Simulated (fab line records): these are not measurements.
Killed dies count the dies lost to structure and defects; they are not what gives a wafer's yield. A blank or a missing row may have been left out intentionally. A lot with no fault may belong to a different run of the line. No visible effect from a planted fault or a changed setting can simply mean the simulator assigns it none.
The tool behind it: which one? :: flow nandHarc :: 11 lots with 33 wafers sampled at 6 steps, on a route of 1302 steps

WHAT EACH GAUGE READ, for each wafer
NHARC_P_M1_CD_MEAS_09 targets a cd of 130 nm. Usual: cdNm reads 130.0 nm (standard deviation 0.43).
lot: L320
measured: day 6 05:22
on: cdSem-01
cdNm (nm): 129.9 129.8 129.9
flag: 

lot: L321
measured: day 6 22:08
on: cdSem-03
cdNm (nm): 129.6 130.0 129.5
flag: 

lot: L323
measured: day 7 07:56
on: cdSem-03
cdNm (nm): 129.8 129.9 129.6
flag: 

lot: L326
measured: day 8 14:50
on: cdSem-02
cdNm (nm): 130.3 130.2 130.3
flag: 

lot: L328
measured: day 9 09:19
on: cdSem-01
cdNm (nm): 130.3 130.3 130.0
flag: 

lot: L327
measured: day 9 09:52
on: cdSem-01
cdNm (nm): 129.8 130.5 130.3
flag: 

lot: L332
measured: day 11 02:36
on: cdSem-02
cdNm (nm): 127.8 128.2 128.1
flag: OFF

lot: L337
measured: day 13 13:12
on: cdSem-03
cdNm (nm): 128.5 128.7 128.4
flag: OFF

lot: L339
measured: day 13 23:02
on: cdSem-02
cdNm (nm): 129.6 129.7 130.1
flag: 

lot: L340
measured: day 14 13:34
on: cdSem-01
cdNm (nm): 129.8 129.1 129.5
flag: 

lot: L342
measured: day 15 16:40
on: cdSem-01
cdNm (nm): 130.3 129.8 129.8
flag: 

NHARC_END_SORT_01. Usual: defectLimitedYield 91.7 %, standard deviation 2.8; killedAtArray 52, standard deviation 19; killedAtOther 0.8, standard deviation 1; killedAtPeriphery 3.7, standard deviation 2.5; killedDies 56, standard deviation 19; killedOpen 3.5, standard deviation 2; killedShort 2.2, standard deviation 1.4; sort_bin_2_pct 2.9 %, standard deviation 1.2; sort_bin_3_pct 0.6 %, standard deviation 0.36; sort_bin_4_pct 4.8 %, standard deviation 1.6; sortNPass 621, standard deviation 19; sortRimYieldPct 92 %, standard deviation 3.9; sortYieldPct 91.7 %, standard deviation 2.8.
lot: L321
measured: day 24 19:07
on: prober-02
defectLimitedYield (%): 95.7 97.6 95.0
killedAtArray: 26 14 31
killedAtOther: 2 0 1
killedAtPeriphery: 1 2 2
killedDies: 29 16 34
killedOpen: 4 0 5
killedShort: 6 1 1
sort_bin_2_pct (%): 1.6 0.6 2.2
sort_bin_3_pct (%): 0 0.1 0.1
sort_bin_4_pct (%): 2.7 1.6 2.7
sortNPass: 648 661 643
sortRimYieldPct (%): 97 99 95
sortYieldPct (%): 95.7 97.6 95.0
flag: 

lot: L326
measured: day 26 05:13
on: prober-01
defectLimitedYield (%): 91.3 91.7 93.2
killedAtArray: 52 52 40
killedAtOther: 1 0 0
killedAtPeriphery: 6 4 6
killedDies: 59 56 46
killedOpen: 5 4 1
killedShort: 4 2 0
sort_bin_2_pct (%): 3.0 2.5 2.1
sort_bin_3_pct (%): 0.6 0.9 1.3
sort_bin_4_pct (%): 5.2 4.9 3.4
sortNPass: 618 621 631
sortRimYieldPct (%): 97 99 95
sortYieldPct (%): 91.3 91.7 93.2
flag: 

lot: L332
measured: day 29 21:13
on: prober-02
defectLimitedYield (%): 85.4 86.9 83.5
killedAtArray: 95 87 100
killedAtOther: 3 0 5
killedAtPeriphery: 1 2 7
killedDies: 99 89 112
killedOpen: 4 5 5
killedShort: 5 3 4
sort_bin_2_pct (%): 5.2 5.0 5.6
sort_bin_3_pct (%): 1.3 0.7 1.0
sort_bin_4_pct (%): 8.1 7.4 9.9
sortNPass: 578 588 565
sortRimYieldPct (%): 87 88 89
sortYieldPct (%): 85.4 86.9 83.5
flag: 

lot: L339
measured: day 31 21:01
on: prober-01
defectLimitedYield (%): 88.0 89.8 88.5
killedAtArray: 78 62 70
killedAtOther: 0 0 0
killedAtPeriphery: 3 7 8
killedDies: 81 69 78
killedOpen: 2 4 1
killedShort: 3 1 1
sort_bin_2_pct (%): 4.9 3.2 4.0
sort_bin_3_pct (%): 0.4 0.4 1.3
sort_bin_4_pct (%): 6.6 6.5 6.2
sortNPass: 596 608 599
sortRimYieldPct (%): 88 86 93
sortYieldPct (%): 88.0 89.8 88.5
flag: 

TOOL THAT RAN EACH LOT (tool first, then ch and the chambers of the sampled wafers, then the start)
lot: L320
NHARC_P_M0_DESCUM_14: rieDiel-09 ch 0,2,3, day 6 01:26
NHARC_P_M0_PRE_CLEAN_31: pecvd-01 ch 0,1,2, day 6 04:12
NHARC_P_M0_DEP_32: pecvd-01 ch 0,1,2, day 6 04:22
NHARC_P_M1_EXPOSE_06: arfiScanner-01 ch 0, day 6 05:14

lot: L321
NHARC_P_M0_DESCUM_14: rieDiel-08 ch 0,2, day 6 18:17
NHARC_P_M0_PRE_CLEAN_31: pecvd-02 ch 1,2, day 6 20:51
NHARC_P_M0_DEP_32: pecvd-02 ch 1,2, day 6 20:58
NHARC_P_M1_EXPOSE_06: arfiScanner-03 ch 0, day 6 22:00

lot: L323
NHARC_P_M0_DESCUM_14: rieDiel-08 ch 0,2,3, day 7 04:04
NHARC_P_M0_PRE_CLEAN_31: pecvd-03 ch 0,1,2, day 7 06:37
NHARC_P_M0_DEP_32: pecvd-03 ch 0,1,2, day 7 06:41
NHARC_P_M1_EXPOSE_06: arfiScanner-01 ch 0, day 7 07:48

lot: L326
NHARC_P_M0_DESCUM_14: rieDiel-08 ch 2, day 8 10:51
NHARC_P_M0_PRE_CLEAN_31: pecvd-01 ch 1,2, day 8 13:31
NHARC_P_M0_DEP_32: pecvd-01 ch 1,2, day 8 13:36
NHARC_P_M1_EXPOSE_06: arfiScanner-01 ch 0, day 8 14:42

lot: L328
NHARC_P_M0_DESCUM_14: rieDiel-01 ch 0,1,3, day 9 05:31
NHARC_P_M0_PRE_CLEAN_31: pecvd-01 ch 1,2, day 9 08:07
NHARC_P_M0_DEP_32: pecvd-01 ch 1,2, day 9 08:11
NHARC_P_M1_EXPOSE_06: arfiScanner-01 ch 0, day 9 09:10

lot: L327
NHARC_P_M0_DESCUM_14: rieDiel-01 ch 0,2,3, day 9 05:58
NHARC_P_M0_PRE_CLEAN_31: pecvd-01 ch 0,1,2, day 9 08:41
NHARC_P_M0_DEP_32: pecvd-01 ch 0,1,2, day 9 08:46
NHARC_P_M1_EXPOSE_06: arfiScanner-01 ch 0, day 9 09:43

lot: L332
NHARC_P_M0_DESCUM_14: rieDiel-08 ch 0,2, day 10 22:42
NHARC_P_M0_PRE_CLEAN_31: pecvd-03 ch 0,1, day 11 01:16
NHARC_P_M0_DEP_32: pecvd-03 ch 0,1, day 11 01:25
NHARC_P_M1_EXPOSE_06: arfiScanner-01 ch 0, day 11 02:28

lot: L337
NHARC_P_M0_DESCUM_14: rieDiel-01 ch 0,2,3, day 13 09:20
NHARC_P_M0_PRE_CLEAN_31: pecvd-02 ch 0,1,2, day 13 11:53
NHARC_P_M0_DEP_32: pecvd-02 ch 0,1,2, day 13 11:59
NHARC_P_M1_EXPOSE_06: arfiScanner-01 ch 0, day 13 13:04

lot: L339
NHARC_P_M0_DESCUM_14: rieDiel-01 ch 2,3, day 13 19:18
NHARC_P_M0_PRE_CLEAN_31: pecvd-03 ch 0,1,2, day 13 21:52
NHARC_P_M0_DEP_32: pecvd-03 ch 0,1,2, day 13 21:58
NHARC_P_M1_EXPOSE_06: arfiScanner-03 ch 0, day 13 22:55

lot: L340
NHARC_P_M0_DESCUM_14: rieDiel-08 ch 0,3, day 14 09:04
NHARC_P_M0_PRE_CLEAN_31: pecvd-02 ch 0,2, day 14 12:15
NHARC_P_M0_DEP_32: pecvd-02 ch 0,2, day 14 12:23
NHARC_P_M1_EXPOSE_06: arfiScanner-02 ch 0, day 14 13:25

lot: L342
NHARC_P_M0_DESCUM_14: rieDiel-08 ch 0,1,2, day 15 12:44
NHARC_P_M0_PRE_CLEAN_31: pecvd-01 ch 0,1,2, day 15 15:20
NHARC_P_M0_DEP_32: pecvd-01 ch 0,1,2, day 15 15:25
NHARC_P_M1_EXPOSE_06: arfiScanner-03 ch 0, day 15 16:31
- NHARC_P_M0_DESCUM_14: chemistry O2, time 3 s.
- NHARC_P_M0_PRE_CLEAN_31: time 12 s.
- NHARC_P_M0_DEP_32: deposits SiCN, target thk 30 nm.
- NHARC_P_M1_EXPOSE_06: exposes mask P M1, target cd 130 nm.

AS READ BY THE TOOLS THEMSELVES (means over the sampled wafers that have a number; for cases with no such wafer, the mark the record gives instead)
NHARC_P_M0_DESCUM_14. Usual: chamberPressureMTorr 59.99 mTorr, standard deviation 0.049; drypumpMotorCurrentA 5.8 A, standard deviation 0.33; oesProductAu 1.002 a.u., standard deviation 0.0067; rfVppV 58.0 V, standard deviation 0.79; showerheadPlenumPTorr 1.94 Torr, standard deviation 0.089; throttleValvePct 11.312 %, standard deviation 0.0084.
lot: L320
tool: rieDiel-09
chamberPressureMTorr (mTorr): 60.01
drypumpMotorCurrentA (A): 6.2
oesProductAu (a.u.): 1.006
rfVppV (V): 57.1
showerheadPlenumPTorr (Torr): 1.85
throttleValvePct (%): 11.313
flag: 

lot: L321
tool: rieDiel-08
chamberPressureMTorr (mTorr): 59.98
drypumpMotorCurrentA (A): 5.8
oesProductAu (a.u.): 1.003
rfVppV (V): 58.8
showerheadPlenumPTorr (Torr): 2.02
throttleValvePct (%): 11.311
flag: 

lot: L323
tool: rieDiel-08
chamberPressureMTorr (mTorr): 60.04
drypumpMotorCurrentA (A): 5.8
oesProductAu (a.u.): 0.990
rfVppV (V): 57.8
showerheadPlenumPTorr (Torr): 2.01
throttleValvePct (%): 11.303
flag: 

lot: L326
tool: rieDiel-08
chamberPressureMTorr (mTorr): 60.00
drypumpMotorCurrentA (A): 5.6
oesProductAu (a.u.): 1.011
rfVppV (V): 58.7
showerheadPlenumPTorr (Torr): 2.02
throttleValvePct (%): 11.308
flag: 

lot: L328
tool: rieDiel-01
chamberPressureMTorr (mTorr): 60.01
drypumpMotorCurrentA (A): 5.6
oesProductAu (a.u.): 1.005
rfVppV (V): 58.3
showerheadPlenumPTorr (Torr): 1.89
throttleValvePct (%): 11.319
flag: 

lot: L327
tool: rieDiel-01
chamberPressureMTorr (mTorr): 59.97
drypumpMotorCurrentA (A): 5.7
oesProductAu (a.u.): 1.007
rfVppV (V): 57.9
showerheadPlenumPTorr (Torr): 1.83
throttleValvePct (%): 11.309
flag: 

lot: L332
tool: rieDiel-08
chamberPressureMTorr (mTorr): 59.99
drypumpMotorCurrentA (A): 5.7
oesProductAu (a.u.): 1.004
rfVppV (V): 59.2
showerheadPlenumPTorr (Torr): 2.01
throttleValvePct (%): 11.306
flag: 

lot: L337
tool: rieDiel-01
chamberPressureMTorr (mTorr): 60.00
drypumpMotorCurrentA (A): 5.6
oesProductAu (a.u.): 0.995
rfVppV (V): 57.8
showerheadPlenumPTorr (Torr): 1.93
throttleValvePct (%): 11.317
flag: 

lot: L339
tool: rieDiel-01
chamberPressureMTorr (mTorr): 60.00
drypumpMotorCurrentA (A): 5.9
oesProductAu (a.u.): 1.008
rfVppV (V): 57.6
showerheadPlenumPTorr (Torr): 1.90
throttleValvePct (%): 11.311
flag: 

lot: L340
tool: rieDiel-08
chamberPressureMTorr (mTorr): 60.02
drypumpMotorCurrentA (A): 5.9
oesProductAu (a.u.): 1.003
rfVppV (V): 58.1
showerheadPlenumPTorr (Torr): 2.00
throttleValvePct (%): 11.300
flag: 

lot: L342
tool: rieDiel-08
chamberPressureMTorr (mTorr): 59.99
drypumpMotorCurrentA (A): 5.9
oesProductAu (a.u.): 0.996
rfVppV (V): 57.6
showerheadPlenumPTorr (Torr): 1.95
throttleValvePct (%): 11.314
flag: 

NHARC_P_M0_PRE_CLEAN_31. Usual: heaterPowerW reads 620 W (standard deviation 67).
lot: L320
tool: pecvd-01
heaterPowerW (W): 641
flag: 

lot: L321
tool: pecvd-02
heaterPowerW (W): 540
flag: 

lot: L323
tool: pecvd-03
heaterPowerW (W): 678
flag: 

lot: L326
tool: pecvd-01
heaterPowerW (W): 581
flag: 

lot: L328
tool: pecvd-01
heaterPowerW (W): 602
flag: 

lot: L327
tool: pecvd-01
heaterPowerW (W): 569
flag: 

lot: L332
tool: pecvd-03
heaterPowerW (W): 673
flag: 

lot: L337
tool: pecvd-02
heaterPowerW (W): 574
flag: 

lot: L339
tool: pecvd-03
heaterPowerW (W): 649
flag: 

lot: L340
tool: pecvd-02
heaterPowerW (W): 571
flag: 

lot: L342
tool: pecvd-01
heaterPowerW (W): 605
flag: 

NHARC_P_M0_DEP_32. Usual: heaterPowerW reads 572 W (standard deviation 77).
lot: L320
tool: pecvd-01
heaterPowerW (W): 565
flag: 

lot: L321
tool: pecvd-02
heaterPowerW (W): 528
flag: 

lot: L323
tool: pecvd-03
heaterPowerW (W): 608
flag: 

lot: L326
tool: pecvd-01
heaterPowerW (W): 515
flag: 

lot: L328
tool: pecvd-01
heaterPowerW (W): 605
flag: 

lot: L327
tool: pecvd-01
heaterPowerW (W): 553
flag: 

lot: L332
tool: pecvd-03
heaterPowerW (W): 604
flag: 

lot: L337
tool: pecvd-02
heaterPowerW (W): 520
flag: 

lot: L339
tool: pecvd-03
heaterPowerW (W): 666
flag: 

lot: L340
tool: pecvd-02
heaterPowerW (W): 484
flag: 

lot: L342
tool: pecvd-01
heaterPowerW (W): 570
flag: 

NHARC_P_M1_EXPOSE_06. Usual: exposureDoseMJCm2 reads 81.77 (standard deviation 0.076).
lot: L320
tool: arfiScanner-01
exposureDoseMJCm2: 81.90
flag: 

lot: L321
tool: arfiScanner-03
exposureDoseMJCm2: 81.75
flag: 

lot: L323
tool: arfiScanner-01
exposureDoseMJCm2: 81.79
flag: 

lot: L326
tool: arfiScanner-01
exposureDoseMJCm2: 81.75
flag: 

lot: L328
tool: arfiScanner-01
exposureDoseMJCm2: 81.77
flag: 

lot: L327
tool: arfiScanner-01
exposureDoseMJCm2: 81.78
flag: 

lot: L332
tool: arfiScanner-01
exposureDoseMJCm2: 78.24
flag: OFF

lot: L337
tool: arfiScanner-01
exposureDoseMJCm2: 78.99
flag: OFF

lot: L339
tool: arfiScanner-03
exposureDoseMJCm2: 81.70
flag: 

lot: L340
tool: arfiScanner-02
exposureDoseMJCm2: 81.72
flag: 

lot: L342
tool: arfiScanner-03
exposureDoseMJCm2: 81.74
flag: 

THE ANSWER, worked out from the rows above alone
Rule: a lot is off if the mean of its wafers that have a number lies more than 3 standard deviations from the usual mean. Also off: a lot with no number at a reading for which 4 or more lots have one. All remaining lots with rows at the step are treated as sound. The gauges are gone through in route order, then the tools' own readings, and for those a lot's mean is taken as printed above. The first step at which some lot is off is used, and at that step the reading that is off furthest; a lot without a number counts as furthest.
Off: L332, L337, at NHARC_P_M1_CD_MEAS_09 (cdNm).
If a tool, at a process step before that reading, ran all the lots that are off and no sound lot after the first of them, it fits. Not tried: the gauges at NHARC_P_M1_CD_MEAS_09; whatever is off there is also off at NHARC_P_M1_EXPOSE_06, on other tools, and gauge error can't account for it. One fits: NHARC_P_M1_EXPOSE_06 on arfiScanner-01. Its last sound lot is L327 (day 9 09:43), its first lot that is off L332 (day 11 02:28): a fault that began between those two fits.
On the lots that are off, the tool's own readings at NHARC_P_M1_EXPOSE_06 differ by more than 5 times the standard deviation of the sound lots' means, which bears it out; exposureDoseMJCm2 reads 78.61 there versus 81.77 on the sound lots.

WHAT THE SIMULATOR PUT IN
Process parameter drift: arfiScanner-01, from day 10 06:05 on, at NHARC_P_M1_EXPOSE_06. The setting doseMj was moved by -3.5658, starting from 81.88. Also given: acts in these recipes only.
Struck lots among those shown: L332, L337. The rule given above showed the same thing.
